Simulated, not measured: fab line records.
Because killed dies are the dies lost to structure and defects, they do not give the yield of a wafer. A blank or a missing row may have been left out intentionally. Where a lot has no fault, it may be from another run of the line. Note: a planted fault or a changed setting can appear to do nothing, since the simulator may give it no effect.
The tool behind it: which one? | flow nandHarc | 12 lots with 36 wafers sampled at 6 steps, on a route of 1159 steps

## WHAT EACH GAUGE READ, for each wafer
NHARC_P_STI_OVL_MEAS_10. Usual: overlayXNm 1 nm, standard deviation 6.2; overlayYNm -1 nm, standard deviation 5.7.
lot  | measured    | on         | overlayXNm (nm) | overlayYNm (nm) | flag
L161 | day 2 14:25 | overlay-01 | 7 7 7           | 0 0 0           | 
L162 | day 2 14:35 | overlay-02 | -9 -9 -9        | -2 -3 -2        | 
L163 | day 3 00:32 | overlay-01 | -5 -5 -5        | 6 5 6           | 
L164 | day 3 05:29 | overlay-01 | 8 7 8           | 1 0 0           | 
L168 | day 4 06:55 | overlay-02 | -6 -6 -6        | -5 -4 -4        | 
L177 | day 6 09:58 | overlay-02 | -3 -3 -3        | -14 -15 -15     | 
L178 | day 6 17:16 | overlay-01 | -5 -5 -5        | 2 2 1           | 
L180 | day 7 05:00 | overlay-01 | 5 6 5           | 4 4 3           | 
L181 | day 7 13:59 | overlay-02 | 7 7 6           | -1 -1 -2        | 
L182 | day 7 13:49 | overlay-01 | -7 -8 -8        | 10 10 10        | 
L183 | day 7 23:58 | overlay-01 | -4 -4 -4        | -5 -5 -5        | 
L184 | day 8 06:42 | overlay-02 | 0 0 0           | -5 -6 -5        | 

NHARC_P_GATE_CD_MEAS_11: target cd 1640 nm. Usual: 1640.7 nm for cdNm, sd 2.4.
lot  | measured    | on       | cdNm (nm)            | flag
L161 | day 4 07:28 | cdSem-03 | 1635.3 1639.4 1639.5 | 
L162 | day 4 07:19 | cdSem-03 | 1639.7 1639.9 1643.7 | 
L163 | day 4 16:35 | cdSem-02 | 1643.1 1644.1 1642.9 | 
L164 | day 4 20:33 | cdSem-01 | 1640.1 1639.7 1640.8 | 
L168 | day 5 20:37 | cdSem-02 | - - -                | OFF
L177 | day 7 23:40 | cdSem-01 | 1636.5 1636.9 1637.0 | 
L178 | day 8 05:26 | cdSem-01 | 1640.3 1640.8 1637.1 | 
L180 | day 8 22:07 | cdSem-01 | 1642.0 1643.0 1640.1 | 
L181 | day 9 06:05 | cdSem-01 | 1642.1 1645.0 1642.2 | 
L182 | day 9 05:55 | cdSem-02 | 1639.9 1637.9 1639.7 | 
L183 | day 9 11:07 | cdSem-01 | 1640.8 1637.0 1639.2 | 
L184 | day 9 21:43 | cdSem-01 | 1638.3 1639.1 1642.4 | 

NHARC_END_SORT_01. Usual: killedAtArray 26, standard deviation 9.1; killedAtOther 0.7, standard deviation 0.9; killedAtPeriphery 3.6, standard deviation 2.8; killedDies 30, standard deviation 9.2; killedOpen 3.0, standard deviation 1.9; killedShort 2.0, standard deviation 1.4.
lot  | measured     | on        | killedAtArray | killedAtOther | killedAtPeriphery | killedDies  | killedOpen | killedShort | flag
L168 | day 21 01:43 | prober-02 | 23 21 23      | 1 3 5         | 653 653 649       | 677 677 677 | 4 3 3      | 3 0 2       | OFF

## WHICH TOOL RAN EACH LOT (tool, then ch and the chambers of the sampled wafers, then the start)
lot  | NHARC_P_ZERO_WELL_DESCUM_39      | NHARC_P_GATE_EXPOSE_08          | NHARC_P_GATE_STRIP_111
L161 | rieDiel-13 ch 0,1,2, day 1 16:04 | krfScanner-01 ch 0, day 4 07:19 | plasmaAsher-02 ch 0,1, day 5 11:33
L162 | rieDiel-13 ch 0,1,2, day 1 22:39 | krfScanner-03 ch 0, day 4 07:09 | plasmaAsher-02 ch 0,1, day 5 11:58
L163 | rieDiel-13 ch 0,2,3, day 2 04:19 | krfScanner-04 ch 0, day 4 16:25 | plasmaAsher-02 ch 0,1, day 5 19:34
L164 | rieDiel-13 ch 0,1,3, day 2 10:17 | krfScanner-03 ch 0, day 4 20:24 | plasmaAsher-02 ch 0,1, day 5 22:39
L168 | rieDiel-12 ch 1,2, day 3 10:23   | krfScanner-04 ch 0, day 5 20:28 | plasmaAsher-01 ch 0,1, day 7 00:06
L177 | rieDiel-12 ch 1,2,3, day 5 16:18 | krfScanner-04 ch 0, day 7 23:31 | plasmaAsher-02 ch 0,1, day 9 06:16
L178 | rieDiel-09 ch 0,1,3, day 5 22:21 | krfScanner-01 ch 0, day 8 05:17 | plasmaAsher-02 ch 0,1, day 9 13:14
L180 | rieDiel-13 ch 1,2,3, day 6 10:23 | krfScanner-03 ch 0, day 8 21:57 | plasmaAsher-01 ch 0, day 10 00:59
L181 | rieDiel-13 ch 2,3, day 6 16:29   | krfScanner-01 ch 0, day 9 05:56 | plasmaAsher-01 ch 1, day 10 08:20
L182 | rieDiel-09 ch 1,2, day 6 22:17   | krfScanner-04 ch 0, day 9 05:46 | plasmaAsher-02 ch 0,1, day 10 08:52
L183 | rieDiel-13 ch 0,2, day 7 04:16   | krfScanner-01 ch 0, day 9 10:58 | plasmaAsher-01 ch 0,1, day 10 13:48
L184 | rieDiel-09 ch 1,3, day 7 10:16   | krfScanner-03 ch 0, day 9 21:34 | plasmaAsher-02 ch 0,1, day 11 01:08
- NHARC_P_ZERO_WELL_DESCUM_39: chemistry O2, time 3 s.
- NHARC_P_GATE_EXPOSE_08: exposes mask P HV.
- NHARC_P_GATE_STRIP_111: strips in N2/H2, time 250 s.

## AS READ BY THE TOOLS THEMSELVES (means over the sampled wafers that have a number; for cases with no such wafer, the mark the record gives instead)
NHARC_P_ZERO_WELL_DESCUM_39. Usual: chamberPressureMTorr 60.00 mTorr, standard deviation 0.054; drypumpMotorCurrentA 5.74 A, standard deviation 0.27; o2FlowSccm 200.0 sccm, standard deviation 0.56; oesProductAu 1.001 a.u., standard deviation 0.013; rfVppV 57.9 V, standard deviation 0.86; showerheadPlenumPTorr 1.94 Torr, standard deviation 0.069; throttleValvePct 11.311 %, standard deviation 0.0086.
lot  | tool       | chamberPressureMTorr (mTorr) | drypumpMotorCurrentA (A) | o2FlowSccm (sccm) | oesProductAu (a.u.) | rfVppV (V) | showerheadPlenumPTorr (Torr) | throttleValvePct (%) | flag
L161 | rieDiel-13 | 59.98                        | 5.60                     | 199.8             | 1.006               | 58.0       | 1.95                         | 11.310               | 
L162 | rieDiel-13 | 60.05                        | 5.61                     | 200.2             | 1.012               | 57.6       | 1.95                         | 11.320               | 
L163 | rieDiel-13 | 59.97                        | 5.76                     | 200.5             | 1.004               | 57.5       | 1.95                         | 11.312               | 
L164 | rieDiel-13 | 60.00                        | 5.84                     | 200.5             | 0.989               | 57.0       | 1.92                         | 11.317               | 
L168 | rieDiel-12 | 60.00                        | 6.16                     | 200.1             | 1.009               | 58.2       | 1.88                         | 11.315               | 
L177 | rieDiel-12 | 60.01                        | 5.97                     | 199.7             | 1.020               | 58.3       | 1.90                         | 11.307               | 
L178 | rieDiel-09 | 60.05                        | 5.69                     | 200.2             | 0.996               | 57.9       | 1.92                         | 11.315               | 
L180 | rieDiel-13 | 59.98                        | 5.68                     | 199.5             | 1.004               | 57.7       | 1.93                         | 11.310               | 
L181 | rieDiel-13 | 60.00                        | 5.59                     | 199.6             | 0.991               | 58.6       | 1.96                         | 11.311               | 
L182 | rieDiel-09 | 59.95                        | 5.85                     | 199.6             | 1.007               | 58.3       | 2.00                         | 11.315               | 
L183 | rieDiel-13 | 59.97                        | 5.53                     | 200.0             | 0.988               | 58.0       | 1.98                         | 11.308               | 
L184 | rieDiel-09 | 60.01                        | 5.80                     | 199.2             | 0.998               | 57.1       | 1.98                         | 11.314               | 

NHARC_P_GATE_STRIP_111. Usual: drypumpMotorCurrentA 5.8 A, standard deviation 0.38; heaterPowerW 80.4 W, standard deviation 1.4; rfReflPowerW 18.1 W, standard deviation 1.8.
lot  | tool           | drypumpMotorCurrentA (A) | heaterPowerW (W) | rfReflPowerW (W) | flag
L161 | plasmaAsher-02 | 6.0                      | 79.6             | 19.5             | 
L162 | plasmaAsher-02 | 6.0                      | 78.6             | 19.4             | 
L163 | plasmaAsher-02 | 5.6                      | 79.5             | 19.6             | 
L164 | plasmaAsher-02 | 6.0                      | 80.0             | 20.4             | 
L168 | plasmaAsher-01 | 5.6                      | 80.4             | 16.9             | 
L177 | plasmaAsher-02 | 6.0                      | 80.9             | 19.7             | 
L178 | plasmaAsher-02 | 5.6                      | 80.1             | 20.2             | 
L180 | plasmaAsher-01 | 5.9                      | 80.2             | 16.5             | 
L181 | plasmaAsher-01 | 5.5                      | 80.4             | 16.3             | 
L182 | plasmaAsher-02 | 5.6                      | 80.0             | 20.3             | 
L183 | plasmaAsher-01 | 5.6                      | 81.2             | 16.6             | 
L184 | plasmaAsher-02 | 5.6                      | 81.1             | 19.5             | 

## THE ANSWER, worked out from the rows above alone
Rule: lot off if the mean of its wafers having a number is beyond 3 standard deviations from the usual mean. Also off: a lot with no number at a reading for which 4 or more lots have one. Any other lot the step has rows for is counted as sound. First the gauges in route order, then the tools' own readings, where a lot's mean is used as printed above. At the first step where some lot is off, the reading lying furthest off is the one used; lots without a number count as furthest.
Off, at NHARC_P_GATE_CD_MEAS_11 on cdNm: L168. Without a number there: L168.
If a tool, at a process step before that reading, ran all the lots that are off and no sound lot after the first of them, it fits. The gauges at NHARC_P_GATE_CD_MEAS_11 aren't tried: what is off there is off at NHARC_END_SORT_01 too, on other tools, and a gauge's error can't cause that. None of those tried fits.

## WHAT THE SIMULATOR PUT IN
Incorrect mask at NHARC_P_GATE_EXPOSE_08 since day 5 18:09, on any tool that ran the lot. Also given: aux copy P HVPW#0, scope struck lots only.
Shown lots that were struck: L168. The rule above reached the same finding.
